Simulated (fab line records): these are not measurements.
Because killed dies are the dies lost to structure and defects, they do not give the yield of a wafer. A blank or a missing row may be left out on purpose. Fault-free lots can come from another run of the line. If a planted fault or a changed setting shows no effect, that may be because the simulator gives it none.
fab line records	flow nand-harc
[record] lots = 11	wafers = 33	last-day = 25
route steps=1159 shown A_ONON_D1@446 A_CHANNEL_HOLE_D1@460 END@1159
lots with no fault: from the same line, run without faults
start-h: start of the lot's first displayed wafer, in hours after the record's first day	wait-h: hours from the lot's prior step to this one	" same as the row above	L1.1+2: several wafers, shown together as one row	- value missing, or start not given	* or withheld: withheld	< > ~ a bound
route shown NAME@n: a module of which the file shows steps, and the number in the route of the first	usual: mean/standard deviation taken from wafers without a fault	same: alike in all rows	chamber/n: place in a boat	sites: per-site readings	_std_site: the standard deviation of these	_edge_site: inner sites' mean taken away from outer sites' mean	radius-mm: how far each site lies from the wafer's centre	mask NAME#n: copy n	behind: the last tool/chamber to shape the wafer	hold: the reason the lot was held/the length of the hold in hours/how it ended	device: the n, p or np transistor that did not switch	end of line: the same wafers' tests at the end of the route	a step without rows: its recipe alone	killed: count of dies lost to structure and defects at first sort (not the wafer's yield)	map: per-die view of a wafer (x killed, . not killed, _ where there is no die)
set.NAME: the setting as run; set.NAME@STEP: as run at that earlier step	model.NAME: the simulator's own value behind a step, which no gauge read
steps of the route over a sample of lots; a table a step, a row a wafer
services: when a tool's chamber went out of use (start-h, in hours from the record's first day, below 0 if earlier), for how many hours, and the reason
[[steps]]
[step NHARC_A_ONON_D1_DEP_33]
[recipe] target-thk-a = 2000	temp-c = 400	pressure-torr = 6.5	rf-w = 900	teos-flow-sccm = 161.4	flow-sccm = 2650	target-thk-nm = 200	gas = O2	material = SiO2
[usual] heater-power-w = 551/130	throttle-valve-pct = 16.2/0.55
lot.wafer	tool	chamber	start-h	wait-h	heater-power-w	throttle-valve-pct
L593.2	pecvd-02	2	171.77	0.1	395	15.9
L593.3	"	1	"	"	485	16.8
L593.6	"	1	"	"	511	16.9
L595.1	pecvd-02	0	183.84	0.1	610	15.8
L595.5	"	0	"	"	608	15.8
L595.6	"	2	"	"	405	16.0
L599.3	pecvd-03	2	208.11	0.3	507	15.6
L599.1	"	0	"	"	793	17.0
L599.4	"	0	"	"	824	16.7
L598.2	pecvd-02	0	208.21	0.4	585	16.1
L598.6	"	0	"	"	605	16.0
L598.4	"	1	"	"	670	16.8
L601.3	pecvd-03	2	227.51	0.1	561	15.5
L601.1	"	1	"	"	459	16.7
L601.6	"	2	"	"	583	15.8
L600.2	pecvd-03	2	227.78	0.3	575	15.5
L600.1	"	1	"	"	482	16.5
L600.4	"	1	"	"	489	16.6
L605.1	pecvd-03	0	240.34	0.1	688	17.0
L605.2	"	2	"	"	483	15.8
L605.6	"	2	"	"	475	15.3
L604.1	pecvd-03	1	250.45	0.2	393	17.1
L604.4	"	1	"	"	414	16.5
L604.6	"	2	"	"	567	15.5
L608.2	pecvd-03	1	268.22	0.1	475	16.5
L608.1	"	2	"	"	503	15.5
L608.4	"	0	"	"	798	17.0
L612.3	pecvd-03	0	291.49	0.1	760	17.2
L612.6	"	0	"	"	792	17.1
L612.4	"	1	"	"	401	16.7
L615.1	pecvd-01	2	313.62	0.1	622	15.8
L615.3	"	1	"	"	347	15.8
L615.6	"	2	"	"	654	16.0
[step NHARC_A_CHANNEL_HOLE_D1_PEB_08]
[recipe] peb-temp-c = 100	peb-time-s = 65
[usual] exhaust-pa = 45.1/0.92	heater-power-total-W = 156.6/0.44	plate-temp-C = 100.00/0.12
lot.wafer	tool	chamber	start-h	wait-h	exhaust-pa	heater-power-total-W	plate-temp-C
L593.2	litho-track-01	0	178.77	0.1	45.2	157.0	100.05
L593.3	"	0	"	"	44.6	156.3	99.88
L593.6	"	0	"	"	45.4	155.9	100.18
L595.1	litho-track-06	0	187.08	0.1	44.3	157.1	100.04
L595.5	"	0	"	"	44.6	156.4	99.91
L595.6	"	0	"	"	45.0	157.2	100.11
L599.1	litho-track-06	0	211.28	0.1	45.5	156.7	100.20
L599.3	"	0	"	"	45.7	156.8	99.94
L599.4	"	0	"	"	45.2	157.0	100.16
L598.2	litho-track-01	0	211.35	0.1	45.1	156.0	100.05
L598.4	"	0	"	"	44.4	156.0	99.99
L598.6	"	0	"	"	44.3	155.9	100.01
L601.1	litho-track-06	0	230.76	0.1	46.5	156.7	99.89
L601.3	"	0	"	"	45.9	156.1	99.78
L601.6	"	0	"	"	45.3	157.1	99.95
L600.1	litho-track-01	0	231.97	0.1	44.8	156.6	100.08
L600.2	"	0	"	"	44.7	156.9	100.13
L600.4	"	0	"	"	45.3	157.0	100.14
L605.1	litho-track-06	0	246.22	0.1	44.4	157.1	100.10
L605.2	"	0	"	"	45.6	156.1	100.13
L605.6	"	0	"	"	45.4	156.2	100.00
L604.1	litho-track-06	0	253.89	0.1	45.0	160.2	101.61
L604.4	"	0	"	"	46.0	160.4	101.47
L604.6	"	0	"	"	45.4	159.3	101.52
L608.1	litho-track-06	0	271.37	0.1	46.5	159.8	101.48
L608.2	"	0	"	"	46.5	160.6	101.52
L608.4	"	0	"	"	45.0	160.0	101.33
L612.3	litho-track-04	0	294.59	0.0	46.6	157.2	99.94
L612.4	"	0	"	"	46.9	156.2	100.00
L612.6	"	0	"	"	45.6	157.0	99.91
L615.1	litho-track-01	0	319.20	0.1	43.4	156.3	100.12
L615.3	"	0	"	"	44.1	156.7	99.98
L615.6	"	0	"	"	43.6	156.2	99.93
[step NHARC_A_CHANNEL_HOLE_D1_CD_MEAS_10]
[recipe] target-cd-nm = 100	landing-energy-ev = 500
[usual] cd-nm = 100.1/0.48
lot.wafer	tool	chamber	start-h	wait-h	cd-nm
L593.2	cd-sem-02	0	178.85	-	100.2
L593.3	"	0	"	"	100.2
L593.6	"	0	"	"	99.8
L595.1	cd-sem-03	0	187.16	-	100.4
L595.5	"	0	"	"	100.4
L595.6	"	0	"	"	100.3
L599.1	cd-sem-02	0	211.36	-	99.5
L599.3	"	0	"	"	99.6
L599.4	"	0	"	"	99.8
L598.2	cd-sem-01	0	211.44	-	100.1
L598.4	"	0	"	"	99.6
L598.6	"	0	"	"	99.7
L601.1	cd-sem-03	0	230.84	-	100.2
L601.3	"	0	"	"	99.8
L601.6	"	0	"	"	99.9
L600.1	cd-sem-01	0	232.05	-	100.4
L600.2	"	0	"	"	100.1
L600.4	"	0	"	"	100.9
L605.1	cd-sem-01	0	246.31	-	100.0
L605.2	"	0	"	"	100.1
L605.6	"	0	"	"	100.4
L604.1	cd-sem-03	0	253.96	-	104.7
L604.4	"	0	"	"	103.9
L604.6	"	0	"	"	104.8
L608.1	cd-sem-02	0	271.45	-	102.5
L608.2	"	0	"	"	102.4
L608.4	"	0	"	"	103.0
L612.3	cd-sem-02	0	294.67	-	100.1
L612.4	"	0	"	"	99.8
L612.6	"	0	"	"	101.5
L615.1	cd-sem-02	0	319.28	-	99.7
L615.3	"	0	"	"	100.7
L615.6	"	0	"	"	101.0
[step NHARC_A_CHANNEL_HOLE_D1_ETCH_38]
[recipe] target-depth-a = 390	over-etch-frac = 0.3	time-s = 65	ion-energy-ev = 80	cf4-flow-sccm = 150	ar-flow-sccm = 0	rf-w = 300	bias-w = 100	chemistry = CF4
[usual] drypump-motor-current-A = 5.6/0.34	oes-product-au = 1.001/0.0094	rf-vpp-V = 151.2/1.2	showerhead-plenum-p-Torr = 1.77/0.086	throttle-valve-pct = 13.285/0.0081
lot.wafer	tool	chamber	start-h	wait-h	drypump-motor-current-A	oes-product-au	rf-hours-counter-h	rf-vpp-V	showerhead-plenum-p-Torr	throttle-valve-pct
L593.2	rie-diel-07	2	179.13	0.1	6.4	0.987	9	152.0	1.81	13.279
L593.3	"	3	"	"	6.1	1.005	9	148.2	1.70	13.283
L593.6	"	1	"	"	5.5	0.990	-	151.0	1.76	13.285
L595.1	rie-diel-07	0	187.43	0.1	5.2	1.012	9	152.1	1.77	13.286
L595.6	"	0	"	"	5.2	1.020	-	151.7	1.77	13.274
L595.5	"	1	"	"	5.5	1.003	-	150.5	1.76	13.287
L599.1	rie-diel-07	3	211.63	0.1	6.1	1.008	12	149.3	1.70	13.278
L599.4	"	0	"	"	5.2	1.027	11	150.7	1.77	13.279
L599.3	"	1	"	"	5.5	0.999	11	150.3	1.76	13.288
L598.2	rie-diel-11	0	211.70	0.1	5.3	0.995	1	152.0	1.86	13.287
L598.4	"	1	"	"	5.6	1.006	1	149.1	1.66	13.285
L598.6	"	1	"	"	5.6	0.998	-	151.0	1.66	13.292
L601.3	rie-diel-11	3	231.13	0.1	5.3	1.002	2	150.4	1.68	13.278
L601.1	"	1	"	"	5.6	1.000	2	150.2	1.66	13.282
L601.6	"	3	"	"	5.3	1.008	-	149.6	1.67	13.289
L600.4	rie-diel-02	2	232.34	0.1	5.5	0.996	4	152.7	1.87	13.281
L600.2	"	3	"	"	5.6	0.983	3	149.9	1.74	13.301
L600.1	"	1	"	"	5.8	1.008	4	150.3	1.65	13.280
L605.2	rie-diel-11	2	246.58	0.1	6.1	1.006	3	152.1	1.85	13.292
L605.1	"	1	"	"	5.6	1.016	4	150.3	1.66	13.295
L605.6	"	3	"	"	5.3	1.009	-	149.0	1.68	13.285
L604.4	rie-diel-11	3	254.24	0.1	5.3	0.998	4	150.4	1.67	13.286
L604.1	"	1	"	"	5.6	1.011	5	149.8	1.66	13.305
L604.6	"	2	"	"	6.2	0.999	-	152.5	1.85	13.300
L608.4	rie-diel-02	0	271.72	0.1	5.7	1.015	8	153.6	1.85	13.290
L608.1	"	2	"	"	5.5	1.001	9	153.3	1.87	13.283
L608.2	"	3	"	"	5.5	0.988	8	152.1	1.74	13.288
L612.4	rie-diel-11	1	294.94	0.1	5.6	1.002	6	150.0	1.66	13.294
L612.3	"	3	"	"	5.3	1.000	5	150.4	1.67	13.274
L612.6	"	0	"	"	5.3	1.002	-	151.6	1.86	13.288
L615.3	rie-diel-02	1	319.55	0.1	5.9	1.009	12	149.1	1.65	13.282
L615.1	"	2	"	"	5.5	1.014	13	152.2	1.87	13.291
L615.6	"	1	"	"	5.9	1.007	-	149.4	1.65	13.284
[step NHARC_A_CHANNEL_HOLE_D1_CD_MEAS_18]
[usual] cd-nm = 99.1/2.2
lot.wafer	tool	chamber	start-h	wait-h	cd-nm
L593.2	cd-sem-03	-	180.14	-	100.1
L593.3	"	-	"	"	97.8
L593.6	"	-	"	"	98.0
L595.1	cd-sem-01	-	188.45	-	96.2
L595.5	"	-	"	"	95.7
L595.6	"	-	"	"	101.7
L599.1	cd-sem-03	-	212.65	-	99.0
L599.3	"	-	"	"	98.8
L599.4	"	-	"	"	102.6
L598.2	cd-sem-03	-	212.74	-	100.4
L598.4	"	-	"	"	99.8
L598.6	"	-	"	"	99.2
L601.1	cd-sem-01	-	232.22	-	100.6
L601.3	"	-	"	"	95.6
L601.6	"	-	"	"	102.6
L600.1	cd-sem-02	-	233.36	-	102.8
L600.2	"	-	"	"	96.4
L600.4	"	-	"	"	97.8
L605.1	cd-sem-02	-	248.09	-	97.9
L605.2	"	-	"	"	95.8
L605.6	"	-	"	"	97.8
L604.1	cd-sem-03	-	255.26	-	102.9
L604.4	"	-	"	"	98.4
L604.6	"	-	"	"	100.0
L608.1	cd-sem-02	-	272.76	-	101.7
L608.2	"	-	"	"	98.1
L608.4	"	-	"	"	102.8
L612.3	cd-sem-01	-	295.96	-	100.8
L612.4	"	-	"	"	96.1
L612.6	"	-	"	"	101.1
L615.1	cd-sem-03	-	320.57	-	99.2
L615.3	"	-	"	"	99.3
L615.6	"	-	"	"	97.8
[step NHARC_A_CHANNEL_HOLE_D1_CD_MEAS_30]
[usual] cd-nm = 89.9/1.1
lot.wafer	tool	chamber	start-h	wait-h	cd-nm
L593.2	cd-sem-03	-	185.75	-	90.6
L593.3	"	-	"	"	91.4
L593.6	"	-	"	"	87.3
L595.1	cd-sem-02	-	194.11	-	91.8
L595.5	"	-	"	"	91.4
L595.6	"	-	"	"	90.9
L599.1	cd-sem-03	-	218.26	-	89.6
L599.3	"	-	"	"	87.8
L599.4	"	-	"	"	91.2
L598.2	cd-sem-01	-	218.36	-	88.8
L598.4	"	-	"	"	90.6
L598.6	"	-	"	"	89.6
L601.1	cd-sem-03	-	237.81	-	90.7
L601.3	"	-	"	"	89.1
L601.6	"	-	"	"	88.8
L600.1	cd-sem-02	-	239.00	-	88.3
L600.2	"	-	"	"	90.6
L600.4	"	-	"	"	90.1
L605.1	cd-sem-02	-	255.61	-	87.2
L605.2	"	-	"	"	89.9
L605.6	"	-	"	"	89.1
L604.1	cd-sem-01	-	260.87	-	94.1
L604.4	"	-	"	"	93.8
L604.6	"	-	"	"	93.7
L608.1	cd-sem-02	-	278.35	-	93.6
L608.2	"	-	"	"	93.9
L608.4	"	-	"	"	92.7
L612.3	cd-sem-03	-	301.56	-	90.4
L612.4	"	-	"	"	88.6
L612.6	"	-	"	"	90.7
L615.1	cd-sem-03	-	328.54	-	89.0
L615.3	"	-	"	"	90.4
L615.6	"	-	"	"	90.0
[step NHARC_A_CHANNEL_HOLE_D1_XSEM_31]
[recipe] landing-energy-ev = 35000
[usual] bot-cd-nm = 74.5/1.3	bow-nm = 8.67/0.19	tilt-deg = 0.07/0.038
lot.wafer	tool	chamber	start-h	wait-h	bot-cd-nm	bow-nm	tilt-deg
L593.2	xsem-02	0	185.84	0.1	74.9	8.57	0.13
L593.3	"	0	"	"	75.1	8.58	0.12
L593.6	"	0	"	"	71.0	8.64	0.12
L595.1	xsem-01	0	194.20	0.1	75.3	8.81	0.15
L595.5	"	0	"	"	75.5	8.86	0.15
L595.6	"	0	"	"	76.1	8.76	0.15
L599.1	xsem-01	0	218.35	0.1	74.5	8.96	0.05
L599.3	"	0	"	"	72.5	8.88	0.05
L599.4	"	0	"	"	76.1	8.92	0.05
L598.2	xsem-02	0	218.47	0.1	73.8	8.64	-0.02
L598.4	"	0	"	"	75.3	8.51	-0.02
L598.6	"	0	"	"	74.7	8.58	-0.02
L601.1	xsem-01	0	237.90	0.1	75.1	8.70	0.07
L601.3	"	0	"	"	73.5	8.66	0.07
L601.6	"	0	"	"	72.7	8.77	0.06
L600.1	xsem-02	0	239.10	0.1	72.8	9.08	0.04
L600.2	"	0	"	"	75.0	9.03	0.04
L600.4	"	0	"	"	74.5	9.02	0.04
L605.1	xsem-01	0	255.69	0.1	71.1	8.55	0.02
L605.2	"	0	"	"	74.1	8.60	0.02
L605.6	"	0	"	"	73.4	8.56	0.02
L604.1	xsem-02	0	260.97	0.1	79.6	8.44	0.06
L604.4	"	0	"	"	79.5	8.57	0.06
L604.6	"	0	"	"	78.6	8.50	0.06
L608.1	xsem-01	0	278.43	0.1	77.3	8.50	0.06
L608.2	"	0	"	"	78.0	8.50	0.06
L608.4	"	0	"	"	76.7	8.43	0.06
L612.3	xsem-01	0	301.64	0.1	74.4	9.05	0.04
L612.4	"	0	"	"	73.8	8.98	0.04
L612.6	"	0	"	"	76.2	8.92	0.04
L615.1	xsem-02	0	328.63	0.1	74.7	8.67	0.05
L615.3	"	0	"	"	76.3	8.75	0.05
L615.6	"	0	"	"	74.7	8.75	0.05
[step NHARC_END_SORT_01]
[recipe] temp-c = 25
[usual] killed-at-array = 26/11	killed-at-other = 0.4/0.78	killed-at-periphery = 3.4/2.4	killed-dies = 29/11	killed-open = 3.1/1.9	killed-short = 1.9/1.4
[same] gross-dies = 677
lot.wafer	tool	chamber	start-h	wait-h	killed-at-array	killed-at-other	killed-at-periphery	killed-dies	killed-open	killed-short
L598.6	prober-02	0	548.63	4.0	14	0	1	15	1	1
L600.2	prober-02	0	553.21	2.8	26	0	2	28	2	1
L601.1	prober-02	0	560.14	2.5	16	0	1	17	2	4
L601.6	prober-02	0	564.15	4.0	13	1	3	17	2	0
L604.1	prober-02	0	567.97	2.5	22	0	1	23	3	4
L604.4	prober-02	0	570.40	3.4	25	1	7	33	6	0
L604.6	prober-02	0	572.03	4.1	18	1	7	26	8	1
// killed by level:class
L598.6 A_STAIRCASE:chamber-film-flake=5 A_CHANNEL_HOLE_D1:chamber-film-flake=4 A_CONTACT:chamber-film-flake=3 A_CHANNEL_FILL_D1:geometric-particle:short=1 A_CONTACT:geometric-particle:open=1 P_ZERO_WELL:chamber-film-flake=1
L600.2 A_CHANNEL_HOLE_D1:chamber-film-flake=14 A_SLIT:chamber-film-flake=4 A_CONTACT:chamber-film-flake=3 A_STAIRCASE:chamber-film-flake=2 P_CONTACT:geometric-particle:open=1 A_CHANNEL_FILL_D1:geometric-particle:short=1 A_SGD_CUT:geometric-particle:open=1 P_ZERO_WELL:chamber-film-flake=1
L601.1 A_CONTACT:chamber-film-flake=5 A_CHANNEL_HOLE_D1:chamber-film-flake=2 A_WL_FILL:chamber-film-flake=2 P_M1:geometric-particle:short=1 A_ONON_D1:geometric-particle:short=1 A_CHANNEL_HOLE_D1:geometric-particle:open=1 A_CHANNEL_FILL_D1:geometric-particle:short=1 A_M0:geometric-particle:short=1
L601.6 A_CONTACT:chamber-film-flake=4 P_ZERO_WELL:chamber-film-flake=3 A_CHANNEL_HOLE_D1:chamber-film-flake=2 A_STAIRCASE:chamber-film-flake=2 A_SOURCE_PLATE:geometric-particle:open=1 A_CONTACT:geometric-particle:open=1 A_SGD_CUT:chamber-film-flake=1 A_SLIT:chamber-film-flake=1
L604.1 A_STAIRCASE:chamber-film-flake=6 A_CHANNEL_HOLE_D1:chamber-film-flake=4 A_WL_FILL:chamber-film-flake=3 A_SOURCE_PLATE:geometric-particle:open=1 A_ONON_D1:geometric-particle:short=1 A_CHANNEL_HOLE_D1:geometric-particle:short=1 A_CHANNEL_FILL_D1:geometric-particle:short=1 A_STAIRCASE:geometric-particle:short=1
L604.4 A_STAIRCASE:chamber-film-flake=12 P_ZERO_WELL:chamber-film-flake=3 A_CHANNEL_HOLE_D1:chamber-film-flake=3 A_CONTACT:chamber-film-flake=3 A_CONTACT:geometric-particle:open=2 P_GATE:chamber-film-flake=2 A_WL_FILL:chamber-film-flake=2 P_CONTACT:geometric-particle:open=1
L604.6 A_STAIRCASE:chamber-film-flake=7 A_CONTACT:geometric-particle:open=4 P_GATE:chamber-film-flake=2 P_M1:chamber-film-flake=2 A_CHANNEL_HOLE_D1:chamber-film-flake=2 A_CONTACT:chamber-film-flake=2 P_STI:geometric-particle:open=1 P_CONTACT:geometric-particle:open=1
[[services]]
tool	chamber	start-h	hours	kind
rie-diel-02	-	150.70	9.0	pm
pecvd-02	0	151.00	23.6	repair
pecvd-02	-	153.28	13.0	pm
rie-diel-11	3	173.10	4.8	repair
rie-diel-11	-	189.51	9.0	pm
rie-diel-11	2	223.60	8.0	repair
pecvd-01	2	226.68	5.0	repair
rie-diel-07	-	228.20	9.0	pm
pecvd-01	-	237.35	13.0	pm
rie-diel-02	3	256.32	3.9	repair
pecvd-02	-	266.83	0.2	repair
litho-track-01	-	268.00	7.0	pm
rie-diel-11	2	272.41	19.8	repair
rie-diel-07	3	276.39	4.7	repair
rie-diel-11	3	282.49	8.6	repair
rie-diel-11	1	286.28	5.0	repair
litho-track-06	-	292.00	7.0	pm
pecvd-03	-	292.18	13.0	pm
xsem-02	-	302.00	14.0	pm
pecvd-02	-	303.58	1.6	repair
pecvd-01	0	311.79	5.6	repair
rie-diel-11	0	315.73	4.5	repair
rie-diel-11	2	323.30	9.9	repair
rie-diel-02	-	327.70	9.0	pm
[[key]]
[first-sign] step = NHARC_A_CHANNEL_HOLE_D1_PEB_08	reading = plate-temp-C	direction = up	sigmas = 13	usual = *	struck = *
[effect] step = NHARC_A_CHANNEL_HOLE_D1_PEB_08	reading = heater-power-total-W	direction = up	sigmas = 7.7	usual = *	struck = *
[effect] step = NHARC_A_CHANNEL_HOLE_D1_CD_MEAS_10	reading = cd-nm	direction = up	sigmas = 7.3	usual = 100.1	struck = 103.5	through = control-loop
[effect] step = NHARC_A_CHANNEL_HOLE_D1_CD_MEAS_30	reading = cd-nm	direction = up	sigmas = 3.3	usual = 89.9	struck = 93.6	through = control-loop
[effect] step = NHARC_A_CHANNEL_HOLE_D1_XSEM_31	reading = bot-cd-nm	direction = up	sigmas = 3	usual = 74.5	struck = 78.3	through = control-loop
met-at NHARC_A_CHANNEL_HOLE_D1_PEB_08
struck-lots L604,L608
tester-left-out L604,L608
[loop-trim] step = NHARC_A_CHANNEL_HOLE_D1_EXPOSE_07	setting = dose	lots = L608
not-acting-at NHARC_A_ONON_D1_DEP_33,NHARC_A_CHANNEL_HOLE_D1_ETCH_38,NHARC_A_CHANNEL_HOLE_D1_CD_MEAS_18
onset-between 246.22 253.89
[fault] kind = process-parameter-drift	tool = litho-track-06	chamber = -	onset-h = 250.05	steps = NHARC_A_CHANNEL_HOLE_D1_PEB_08	channel = peb-temp-c	offset = *	shape = step	end-h = 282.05	acts-in = *	stated = *
// tester-left-out: of these lots the tester's yield and bins aren't shown, on N5 and GAA mostly nor the transistor test; their killed dies are dies lost to structure and defects alone, not to doping, threshold or leakage, so they don't give the yield
// loop-trim: a control loop set the setting to another value than it would have without faults
